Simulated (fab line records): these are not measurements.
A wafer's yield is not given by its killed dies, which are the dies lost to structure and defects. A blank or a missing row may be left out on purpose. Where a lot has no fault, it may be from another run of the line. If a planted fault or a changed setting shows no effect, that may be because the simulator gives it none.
A lot that was struck, set against a sound lot ; flow n5 finfet ; 37 out of 1938 route steps
Sound: the wafers L384.1, L384.5, L384.6. Struck: wafers L377.2, L377.4, L377.6. The cause is given at the end.
At each step with rows: each side's tool, then ch and its chambers, then its first start. Under that, the readings that differ: sound wafers ; struck wafers ; difference of the means ; sigmas: that difference in standard deviations of wafers without a fault.
alike: a reading whose means differ by less than 2 such deviations, as well as words and numbers matching on both sides. not compared: withheld readings; readings where some wafer has no value; bounds like >300 that might hide an equal value; numbers whose values overlap and for which the record gives no deviation.
Wherever a step has rows on one side only, a row that says differs or no value, or a row with sigmas, the two part there. Non-overlapping numbers with no deviation appear without sigmas and do not part them. A reading that every wafer of one side lacks parts them only if that side has two wafers or more.

first, 9 steps without rows for these wafers: N5_MOL_CONTACT_COAG_COAT_02 (resist thk 30 nm); N5_MOL_CONTACT_COAG_EBR_04; N5_MOL_CONTACT_COAG_SOFTBAKE_03 (time 60 s); N5_MOL_CONTACT_COAG_EXPOSE_05 (exposes mask CA, defocus 0 nm); N5_MOL_CONTACT_COAG_PEB_06 (peb time 60 s); N5_MOL_CONTACT_COAG_DEVELOP_07 (develop time 30 s); N5_MOL_CONTACT_COAG_DESCUM_13 (chemistry O2, time 7 s); N5_MOL_CONTACT_COAG_ETCH_59 (etches underlayer in N2/H2, target depth 13 nm, time 10.4 s); N5_MOL_CONTACT_COAG_ETCH_105 (etches SiARC in CF4, target depth 15.6 nm, time 26 s).
N5_MOL_CONTACT_COAG_ETCH_106: etches SOC in N2/H2, target depth 80 nm, overetch 16 nm, time 120 s.
  sound on rie diel-01 ch 2,3, day 10 02:43; struck on rie diel-06 ch 1,2, day 8 07:28
reading;sound;struck;difference;sigmas
rf fwd power W (W);838.0 836.5 838.3;635.9 632.9 632.2;-203.9;-73
rf vpp V (V);522.9 522.7 522.1;574.5 574.6 574.9;+52.1;+21
model.etch.depth nm (nm);80.42 80.2 80.28;75.86 76.29 76.82;-3.98;
model.SiARC_of_MOL_CONTACT_COAG_COAT_104.thk nm (nm);6.4 6.4 6.2;7.2 7.2 7.2;+0.9;
  alike: bias w, drypump motor current A, h2 flow sccm, oes product au, showerhead plenum p Torr, throttle valve pct
  not compared: rf hours counter h, model.MOL_CONTACT_COAG.cd offset nm
then, 5 steps without rows for these wafers: N5_MOL_CONTACT_COAG_STRIP_107 (strips in N2/H2); N5_MOL_CONTACT_COAG_STRIP_108 (strips in N2/H2); N5_MOL_CONTACT_COAG_CONTACT_ETCH_14 (etches SiO2 in C4F6/O2, target depth 27.5 nm, overetch 8.5 nm, time 20 s); N5_MOL_CONTACT_COAG_STRIP_109 (strips in C4F6/O2); N5_MOL_CONTACT_COAG_ETCH_15 (etches SiNx in CH3F/O2, stops on Si:P, target depth 7 nm).
N5_MOL_CONTACT_COAG_ETCH_110: etches Si in CF4/O2, target depth 2.5 nm, time 8 s.
  sound on rie diel-01 ch 2,3, day 10 02:55; struck on rie diel-06 ch 1,2, day 8 07:40
  alike: bias w, drypump motor current A, mfc ar sccm, oes product au, rf fwd power W, rf vpp V, showerhead plenum p Torr, throttle valve pct
  not compared: rf hours counter h, model.MOL_CONTACT_COAG.cd offset nm
then, 19 steps without rows for these wafers: N5_MOL_CONTACT_COAG_STRIP_98 (strips in N2/H2); N5_MOL_CONTACT_COAG_IMPLANT_129; N5_MOL_CONTACT_COAG_PRECLEAN_111 (cleans in NF3:NH3, afs cycles 1, time 20 s, sublimation time 60 s); N5_MOL_CONTACT_COAG_TI_SIL_19 (material Ti, target thk 4.2 nm, time 15 s); N5_MOL_CONTACT_COAG_ALD_20 (deposits TiN, target thk 1.5 nm, pulse time 1 s, purge time 3 s); N5_MOL_CONTACT_COAG_SIL_ANNEAL_21 (time 60 s); N5_MOL_CONTACT_COAG_PRE_CLEAN_141 (time 60 s); N5_MOL_CONTACT_COAG_SPUTTER_143 (material Co, target thk 2.5 nm); N5_MOL_CONTACT_COAG_CO_FILL_22 (material Co, precursor CCTBA/H2, target thk 20 nm); N5_MOL_CONTACT_COAG_ANNEAL_113 (time 300 s); N5_MOL_CONTACT_COAG_PRE_CLEAN_142 (time 60 s); N5_MOL_CONTACT_COAG_SPUTTER_130 (material Co, target thk 47.5 nm); N5_MOL_CONTACT_COAG_PRECLEAN_125 (cleans in DIW, time 57.5 s); N5_MOL_CONTACT_COAG_SRD_126 (dry time 32 s); N5_MOL_CONTACT_COAG_CMP_23 (polishes, stops on SiO2, t overpolish 1.5 s, target thk 0 nm); N5_MOL_CONTACT_COAG_WET_ETCH_26 (target Co, target depth 13 nm); N5_MOL_CONTACT_COAG_WET_ETCH_116 (etches the open film in SC1-inhibited, target depth 4.6 nm, rinse time 30 s); N5_MOL_CONTACT_COAG_ALD_27 (deposits SiOC, target thk 17 nm, pulse time 1.5 s, time 2720 s); N5_MOL_CONTACT_COAG_CMP_28 (polishes, stops on SiNx, t overpolish 0.85 s, target thk 14.522 nm).
-- the record jumps here: 4 days lie between the struck wafers' starts before and after (it left off in module MOL_CONTACT_COAG and takes up again in module BEOL_M4, whose first step shown is number 1111 of the route) --
N5_BEOL_M4_RC_MEAS_101:
  sound on prober-02 ch 0, day 13 06:49; struck on prober-01 ch 0, day 12 15:11
  not compared: device, DIBL_N, DIBL_P, IOFF_N, IOFF_P, ION_N, ION_P, SS_N, SS_P, VT_N, VT_P
-- the record jumps here: 5 days lie between the struck wafers' starts before and after (it left off in module BEOL_M4 and takes up again in module PASSIVATION, whose first step shown is number 1936 of the route) --
N5_PASSIVATION_PROBE_49:
  rows exist in the record for the struck wafers here (prober-02, day 17 12:37), but not for the sound ones

== WHERE THEY PART ==
First at N5_MOL_CONTACT_COAG_ETCH_106; last, within this record, at N5_PASSIVATION_PROBE_49.

WHY: what had been put in by the simulator
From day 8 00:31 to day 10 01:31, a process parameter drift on rie diel-06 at N5_MOL_CONTACT_COAG_ETCH_106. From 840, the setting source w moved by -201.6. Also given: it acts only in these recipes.
